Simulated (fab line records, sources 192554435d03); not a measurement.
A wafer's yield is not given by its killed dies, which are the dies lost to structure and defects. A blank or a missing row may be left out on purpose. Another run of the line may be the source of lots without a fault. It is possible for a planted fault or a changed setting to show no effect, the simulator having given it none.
fab line records    flow n5_finfet
[record] lots = 10  wafers = 29  last_day = 18
route steps=1938 shown MOL_CONTACT_COAG@617 BEOL_M4@1111 BEOL_M15@1829 MIM_BOT@1832 MIM_BOT_ETCH@1868 PASSIVATION@1936
lots that met no fault: taken from a fault-free run of the same line
start_h: hours from the record's opening day to when the first of the lot's shown wafers began    wait_h: hours since the lot's step before    " same as the row above    L1.1+2: one row covering several wafers at once    - value missing, or start not given    * or withheld: withheld    < > ~ a bound
route shown NAME@n: NAME is a module with steps in the file, n the number in the route of the first one    usual: average and standard deviation across the fault-free wafers    same: alike in all rows    chamber/n: place in a boat    sites: readings site by site    _std_site: the standard deviation of these    _edge_site: mean of outer sites minus mean of inner sites    radius_mm: for every site, how far away it sits from the centre of the wafer    mask NAME#n: copy n    behind: the last tool/chamber to shape the wafer    hold: why the lot was held/for how many hours/how that ended    device: which transistor (n, p or np) failed to switch    end of line: tests run on the same wafers once the route is complete    for a step that has no rows: nothing shown but its recipe    killed: dies lost to structure and defects at the first sort, not the wafer's yield    map: the dies of a wafer, with x for killed, . for not killed, _ for no die there
set.NAME: setting as actually run; set.NAME@STEP: the setting as run at that earlier step    model.NAME: the simulator's own value behind a step, which no gauge read
the route's steps for a sample of lots (tables are steps, rows are wafers)
services: the hour from which a tool's chamber was out of use, counted from the record's first day as start_h (under 0 if before that day), plus the number of hours and why
[[steps]]
[step N5_MOL_CONTACT_COAG_ETCH_48]
[recipe] chemistry = C4F6/O2  target_depth_a = 150  overetch_a = 45  mask_material = SOC  target = SiOC  bias_w = 465  pressure_mtorr = 10  time_s = 17  source_w = 335  Ar_flow_sccm = 300  C4F6_flow_sccm = 10  O2_flow_sccm = 10  ion_energy_ev = 576
[usual] drypump_motor_current_A = 5.7/0.59  oes_product_au = 0.64/0.043  rf_vpp_V = 1602/30  showerhead_plenum_p_Torr = 2.82/0.1  throttle_valve_pct = 40.8/0.62
lot.wafer  tool         chamber  start_h  wait_h  drypump_motor_current_A  oes_product_au  rf_hours_counter_h  rf_vpp_V  showerhead_plenum_p_Torr  throttle_valve_pct
L353.1     rie_diel-06  0        106.04   0.0     5.8                      0.64            198                 1543      2.69                      40.4
L353.4     "            3        "        "       5.0                      0.64            156                 1594      2.73                      39.8
L353.6     "            1        "        "       5.5                      0.64            -                   1638      2.72                      41.4
L354.3     rie_diel-06  2        110.27   0.0     4.9                      0.61            186                 1619      2.95                      41.5
L354.4     "            1        "        "       5.5                      0.64            161                 1638      2.72                      41.4
L354.5     "            3        "        "       5.0                      0.65            -                   1595      2.73                      39.7
L355.3     rie_diel-06  3        111.63   0.0     5.0                      0.66            158                 1594      2.73                      39.8
L355.4     "            2        "        "       4.9                      0.63            186                 1617      2.95                      41.5
L355.6     "            1        "        "       5.5                      0.62            -                   1638      2.72                      41.4
L356.3     rie_diel-06  0        119.68   0.0     5.8                      0.61            202                 1544      2.69                      40.4
L356.4     "            3        "        "       5.0                      0.61            160                 1595      2.73                      39.8
L356.6     "            3        "        "       5.0                      0.62            -                   1596      2.73                      39.8
L358.1     rie_diel-06  1        128.82   0.0     5.5                      0.65            167                 1638      2.72                      41.4
L358.2     "            3        "        "       5.0                      0.67            163                 1595      2.73                      39.8
L358.4     "            0        "        "       5.8                      0.65            205                 1543      2.69                      40.4
L361.2     rie_diel-06  0        158.03   0.0     5.8                      0.65            208                 1544      2.69                      40.4
L361.6     "            2        "        "       4.9                      0.60            -                   1617      2.94                      41.5
L370.1     rie_diel-02  2        207.36   0.0     6.1                      0.68            120                 1606      2.85                      40.6
L370.2     "            3        "        "       5.7                      0.59            212                 1578      2.83                      41.4
L370.3     "            1        "        "       6.7                      0.70            89                  1563      3.00                      40.3
L371.3     rie_diel-02  0        214.84   0.0     5.7                      0.66            159                 1643      2.84                      40.7
L371.5     "            1        "        "       6.7                      0.73            -                   1563      3.00                      40.2
L371.6     "            0        "        "       5.7                      0.62            -                   1644      2.84                      40.7
L373.1     rie_diel-05  1        221.78   0.0     6.7                      0.62            127                 1617      2.88                      40.4
L373.4     "            0        "        "       6.4                      0.69            110                 1624      2.88                      40.9
L373.6     "            1        "        "       6.6                      0.65            -                   1617      2.88                      40.4
L375.2     rie_diel-05  1        233.78   0.0     6.6                      0.63            131                 1616      2.87                      40.4
L375.4     "            2        "        "       6.3                      0.60            -                   1582      2.83                      41.5
L375.6     "            1        "        "       6.6                      0.62            -                   1618      2.87                      40.4
[step N5_BEOL_M4_RC_MEAS_101]
[usual] DIBL_N = 36.3/2  DIBL_P = 36.3/2.4  IOFF_N = 0.16/0.034  IOFF_P = 0.21/0.035  ION_N = 672/12  ION_P = 459/6.5  SS_N = 71.6/0.67  SS_P = 73.3/0.71  VT_N = 250/3.5  VT_P = -251/3
lot.wafer  tool       chamber  start_h  wait_h  DIBL_N[mV/V]  DIBL_P[mV/V]  IOFF_N[nA/um]  IOFF_P[nA/um]  ION_N[uA/um]  ION_P[uA/um]  SS_N[mV/dec]  SS_P[mV/dec]  VT_N[mV]  VT_P[mV]
L353.1     prober-02  0        168.43   0.0     35.2          33.4          0.12           0.18           658           453           71.4          72.0          252       -254
L353.4     "          0        "        "       37.8          36.8          0.17           0.23           676           464           71.9          73.4          248       -248
L353.6     "          0        "        "       35.8          34.4          0.14           0.19           672           459           71.5          72.6          252       -250
L354.3     prober-01  0        171.06   0.3     35.5          35.7          0.15           0.20           662           458           71.6          73.3          250       -251
L354.4     "          0        "        "       35.7          35.9          0.15           0.21           661           459           71.4          72.8          254       -251
L354.5     "          0        "        "       34.9          34.7          0.13           0.19           655           450           71.9          72.6          251       -251
L355.3     prober-02  0        175.68   0.3     32.6          31.7          0.10           0.15           651           456           70.0          72.0          259       -256
L355.4     "          0        "        "       32.3          31.6          0.10           0.15           653           453           69.8          71.8          256       -253
L355.6     "          0        "        "       32.3          31.5          0.10           0.15           664           456           70.1          72.1          257       -254
L356.3     prober-02  0        184.97   0.3     35.0          34.4          0.14           0.18           666           453           71.1          73.2          249       -254
L356.4     "          0        "        "       33.2          31.5          0.10           0.13           647           440           70.8          72.8          256       -256
L356.6     "          0        "        "       33.3          32.3          0.11           0.15           650           452           70.9          72.7          256       -253
L358.1     prober-02  0        197.18   0.0     35.9          34.6          0.14           0.17           657           444           71.6          73.7          255       -256
L358.2     "          0        "        "       39.3          38.7          0.22           0.23           689           463           73.1          74.5          247       -251
L358.4     "          0        "        "       35.9          34.3          0.15           0.16           672           452           72.0          73.3          251       -256
L361.2     prober-02  0        253.85   0.2     34.7          33.7          0.13           0.20           658           463           71.6          72.2          251       -250
L370.1     prober-02  0        293.28   0.0     39.6          39.7          0.21           0.25           684           467           72.5          73.8          244       -249
L370.2     "          0        "        "       39.0          39.1          0.19           0.24           676           463           72.7          73.7          249       -249
L370.3     "          0        "        "       37.7          38.0          0.17           0.22           674           470           72.5          73.3          251       -251
L373.1     prober-02  0        296.20   0.0     36.1          35.6          0.18           0.19           695           465           71.7          73.0          246       -253
L373.4     "          0        "        "       35.3          35.6          0.17           0.19           681           459           71.2          72.9          247       -252
L373.6     "          0        "        "       33.6          32.8          0.13           0.15           672           451           71.2          72.8          252       -256
L375.2     prober-02  0        313.77   0.2     36.8          36.2          0.16           0.20           676           458           71.6          74.0          251       -249
L375.4     "          0        "        "       33.8          32.4          0.12           0.15           666           460           70.9          72.0          255       -256
L375.6     "          0        "        "       34.3          33.0          0.13           0.16           672           459           70.7          72.4          253       -252
L371.3     prober-02  0        319.02   0.3     37.0          38.8          0.20           0.25           682           462           71.8          74.3          247       -248
L371.5     "          0        "        "       34.8          34.8          0.15           0.19           666           454           71.2          74.1          249       -252
L371.6     "          0        "        "       38.7          38.5          0.24           0.24           676           458           72.4          74.0          244       -249
[step N5_BEOL_M15_INSPECT_55]
[recipe] inspect_instrument = darkfield  mode = post_dep
[usual] raw_defect_count = 68/23
lot.wafer  tool               chamber  start_h  wait_h  raw_defect_count
L353.1     defect_inspect-02  -        259.20   0.0     80
L353.4     "                  -        "        "       87
L353.6     "                  -        "        "       72
L355.3     defect_inspect-02  -        267.81   0.0     64
L355.4     "                  -        "        "       47
L355.6     "                  -        "        "       35
L354.3     defect_inspect-02  -        267.94   0.0     84
L354.4     "                  -        "        "       114
L354.5     "                  -        "        "       125
L356.3     defect_inspect-01  -        271.97   0.0     45
L356.4     "                  -        "        "       47
L356.6     "                  -        "        "       95
L358.1     defect_inspect-02  -        295.21   0.0     79
L358.2     "                  -        "        "       74
L358.4     "                  -        "        "       70
L361.2     defect_inspect-02  -        341.82   0.0     52
L370.1     defect_inspect-01  -        376.58   0.0     89
L370.2     "                  -        "        "       87
L370.3     "                  -        "        "       87
L373.1     defect_inspect-01  -        388.22   0.0     66
L373.4     "                  -        "        "       72
L373.6     "                  -        "        "       58
L375.2     defect_inspect-02  -        402.73   0.0     42
L375.4     "                  -        "        "       33
L375.6     "                  -        "        "       41
L371.3     defect_inspect-01  -        410.16   0.0     60
L371.5     "                  -        "        "       82
L371.6     "                  -        "        "       54
[step N5_MIM_BOT_DEGAS_01]
[recipe] ambient = vacuum  temp_c = 300  time_s = 60
[usual] heater_power_w = 471/37
lot.wafer  tool            chamber  start_h  wait_h  heater_power_w
L353.1     pvd_sputter-01  -        260.71   0.5     549
L353.4     "               -        "        "       416
L353.6     "               -        "        "       411
L355.3     pvd_sputter-03  -        270.18   1.4     498
L355.4     "               -        "        "       482
L355.6     "               -        "        "       478
L354.3     pvd_sputter-03  -        270.30   1.3     414
L354.4     "               -        "        "       465
L354.5     "               -        "        "       475
L356.3     pvd_sputter-01  -        274.10   1.1     500
L356.4     "               -        "        "       414
L356.6     "               -        "        "       414
L358.1     pvd_sputter-02  -        298.29   2.1     475
L358.2     "               -        "        "       477
L358.4     "               -        "        "       461
L361.2     pvd_sputter-03  -        343.44   0.6     403
L370.1     pvd_sputter-02  -        378.93   1.3     507
L370.2     "               -        "        "       469
L370.3     "               -        "        "       452
L373.1     pvd_sputter-02  -        389.31   0.1     478
L373.4     "               -        "        "       491
L373.6     "               -        "        "       475
L375.2     pvd_sputter-03  -        406.93   1.8     482
L375.4     "               -        "        "       481
L375.6     "               -        "        "       484
L371.3     pvd_sputter-01  -        413.19   2.0     555
L371.5     "               -        "        "       549
L371.6     "               -        "        "       402
[step N5_MIM_BOT_ETCH_ETCH_00]
[recipe] chemistry = Cl2/BCl3  target = TiN  target_depth_a = 455  ion_energy_ev = 150  pressure_mtorr = 10  icp_w = 1000  bias_w = 126  Cl2_flow_sccm = 53.25  bcl3_flow_sccm = 21.75  Ar_flow_sccm = 25
[usual] drypump_motor_current_A = 5.7/0.61  oes_product_au = 0.81/0.077  throttle_valve_pct = 21.88/0.12
lot.wafer  tool          chamber  start_h  wait_h  drypump_motor_current_A  oes_product_au  rf_hours_counter_h  throttle_valve_pct
L353.1     rie_metal-02  1        263.19   0.1     6.1                      0.72            80                  22.06
L353.4     "             1        "        "       6.1                      0.72            -                   22.06
L353.6     "             1        "        "       6.1                      0.72            -                   22.07
L355.3     rie_metal-01  0        272.73   0.1     4.6                      0.90            -                   21.72
L355.4     "             1        "        "       5.9                      0.85            -                   21.74
L355.6     "             1        "        "       5.9                      0.85            -                   21.73
L354.3     rie_metal-01  1        272.99   0.1     5.9                      0.86            -                   21.76
L354.4     "             0        "        "       4.6                      0.91            -                   21.73
L354.5     "             1        "        "       5.8                      0.86            -                   21.76
L356.3     rie_metal-01  1        277.07   0.1     5.9                      0.85            -                   21.75
L356.4     "             0        "        "       4.6                      0.90            -                   21.72
L356.6     "             1        "        "       5.9                      0.84            -                   21.78
L358.1     rie_metal-01  1        301.03   0.1     5.9                      0.84            18                  21.75
L358.2     "             0        "        "       4.6                      0.90            20                  21.73
L358.4     "             0        "        "       4.6                      0.90            -                   21.73
L361.2     rie_metal-02  0        348.87   0.1     5.3                      0.94            6                   21.98
L370.1     rie_metal-01  0        382.68   0.1     4.6                      0.87            23                  21.74
L370.2     "             0        "        "       4.6                      0.86            -                   21.76
L370.3     "             0        "        "       4.6                      0.87            -                   21.74
L373.1     rie_metal-03  1        395.70   0.1     5.7                      0.72            60                  21.86
L373.4     "             1        "        "       5.7                      0.72            -                   21.86
L373.6     "             0        "        "       6.4                      0.78            -                   21.94
L375.2     rie_metal-03  1        409.73   0.1     5.7                      0.72            61                  21.87
L375.4     "             0        "        "       6.4                      0.78            -                   21.93
L375.6     "             0        "        "       6.5                      0.78            -                   21.92
L371.3     rie_metal-03  1        415.40   0.1     5.7                      0.71            -                   21.90
L371.5     "             1        "        "       5.7                      0.71            -                   21.89
L371.6     "             0        "        "       6.5                      0.78            -                   21.95
[step N5_PASSIVATION_PROBE_49]
[usual] defect_limited_yield = 91.4/1.5  killed_at_M0_to_M3 = 33/11  killed_at_M4_up = 14/5.3  killed_at_contacts = 13/6.2  killed_at_front_end = 39/13  killed_at_other = 3.1/2.8  killed_dies = 102/17  killed_on_rim = 13/3.8  killed_open = 68/13  killed_short = 32/7.8  sort_bin_5_function = 5.1/0.95  sort_bin_6_memory = 3.2/0.7  sort_bin_8_speed = 0.02/0.16  sort_n_pass = 1078/18  sort_yield_pct = 91.3/1.5
[same] gross_dies = 1180  killed_at_back_side = 0  sort_bin_4_leakage[%] = 0
lot.wafer  tool       chamber  start_h  wait_h  defect_limited_yield[%]  killed_at_M0_to_M3  killed_at_M4_up  killed_at_contacts  killed_at_front_end  killed_at_other  killed_dies  killed_on_rim  killed_open  killed_short  sort_bin_5_function[%]  sort_bin_6_memory[%]  sort_bin_8_speed[%]  sort_n_pass  sort_yield_pct[%]
L361.2     prober-02  -        357.92   0.1     89.2                     60                  8                7                   53                   0                128          19             95           32            5.7                     4.8                   0                    1052         89.2
L361.6     prober-02  -        358.12   0.3     0                        57                  15               1068                35                   5                1180         152            89           40            95.9                    3.7                   0                    0            0
L370.1     prober-01  -        394.61   0.0     89.7                     37                  10               16                  58                   1                122          11             79           42            6.3                     3.6                   0                    1058         89.7
L370.2     prober-01  -        394.66   0.1     90.6                     25                  21               14                  49                   2                111          14             73           38            5.9                     3.0                   0                    1069         90.6
L370.3     prober-01  -        394.71   0.1     90.7                     22                  14               9                   58                   7                110          16             73           36            5.2                     3.9                   0                    1070         90.7
// killed by level:class
L361.2 STI_FIN_REVEAL:geometric_particle:open=29 BEOL_M1:geometric_particle:open=17 BEOL_M0_SAQP:geometric_particle:short=12 BEOL_M2:geometric_particle:open=12 BEOL_M0_SAQP:geometric_particle:open=11 STI_FIN_REVEAL:geometric_particle:short=5 MOL_CONTACT_COAG:geometric_particle:open=5 BEOL_M3:geometric_particle:open=4
L361.6 MOL_CONTACT_COAG:area_etch=1051 STI_FIN_REVEAL:geometric_particle:open=20 BEOL_M0_SAQP:geometric_particle:short=16 MOL_CONTACT_COAG:geometric_particle:open=13 BEOL_M4:geometric_particle:open=12 BEOL_M0_SAQP:geometric_particle:open=10 BEOL_M1:geometric_particle:open=7 BEOL_M3:geometric_particle:open=7
L370.1 FIN_SAQP:geometric_particle:open=16 MOL_CONTACT_COAG:geometric_particle:open=13 BEOL_M0_SAQP:geometric_particle:open=10 BEOL_M0:geometric_particle:open=10 GATE_CUT:geometric_particle:short=8 FIN_SAQP:geometric_particle:short=7 STI_FIN_REVEAL:geometric_particle:open=7 BEOL_M1:geometric_particle:short=5
L370.2 MOL_CONTACT_COAG:geometric_particle:open=11 BEOL_M0_SAQP:geometric_particle:short=11 BEOL_M4:geometric_particle:open=10 FIN_SAQP:geometric_particle:open=8 GATE_CUT:geometric_particle:short=8 BEOL_M0_SAQP:geometric_particle:open=8 DUMMY_GATE:geometric_particle:open=7 STI_FIN_REVEAL:geometric_particle:open=5
L370.3 FIN_SAQP:geometric_particle:open=17 FIN_SAQP:geometric_particle:short=9 BEOL_M0_SAQP:geometric_particle:short=9 BEOL_M4:geometric_particle:open=9 MOL_CONTACT_COAG:geometric_particle:open=8 GATE_CUT:geometric_particle:open=7 STI_FIN_REVEAL:geometric_particle:open=5 ILD0:geometric_particle:open=5
[[services]]
tool            chamber  start_h  hours  kind
pvd_sputter-02  -        88.77    4.4    repair
rie_metal-01    0        96.01    12.8   repair
rie_diel-02     1        96.54    4.5    repair
rie_diel-05     3        102.56   2.6    repair
pvd_sputter-02  -        115.86   8.0    repair
rie_diel-06     2        122.85   3.9    repair
rie_diel-06     0        138.95   18.3   repair
rie_diel-05     -        146.10   14.6   pm
rie_diel-05     0        161.45   14.5   repair
rie_diel-05     2        176.47   4.3    repair
pvd_sputter-02  -        197.53   7.5    repair
rie_diel-02     -        212.23   1.0    repair
rie_diel-06     -        227.77   0.4    repair
rie_diel-05     3        229.94   6.9    repair
rie_diel-05     2        235.44   7.4    repair
rie_diel-05     -        260.09   1.4    repair
rie_metal-03    -        290.84   14.6   pm
rie_diel-02     0        294.09   10.7   repair
rie_diel-06     1        306.01   2.9    repair
rie_metal-01    -        340.44   28.1   pm
rie_metal-03    -        373.47   1.4    pm
rie_metal-01    1        377.35   18.0   repair
rie_diel-05     2        387.56   4.7    repair
pvd_sputter-03  -        393.82   0.9    repair
[[key]]
[first_sign] step = N5_PASSIVATION_PROBE_49  reading = killed_at_contacts  direction = up  sigmas = 99+  usual = 13  struck = 1068
[effect] step = N5_PASSIVATION_PROBE_49  reading = sort_bin_5_function  direction = up  sigmas = 95  usual = 5.1  struck = 95.9
[more_kills_born_at] N5_MOL_CONTACT_COAG_ETCH_48@rie_diel-06 = 1051
met_at N5_MOL_CONTACT_COAG_ETCH_48
struck_lots L361
struck_wafers L361.6
later_rows_left_out L361.6
not_acting_at N5_BEOL_M15_INSPECT_55,N5_MIM_BOT_DEGAS_01,N5_MIM_BOT_ETCH_ETCH_00
onset_between 128.82 158.03
[fault] kind = process_parameter_drift  tool = rie_diel-06  chamber = -  onset_h = 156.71  steps = N5_MOL_CONTACT_COAG_ETCH_48  channel = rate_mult  offset = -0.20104  shape = step  end_h = 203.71  scope = struck_wafers_only
// later_rows_left_out: the simulator's readings of these wafers behind a module that went badly wrong aren't trusted and aren't shown, but for the sort
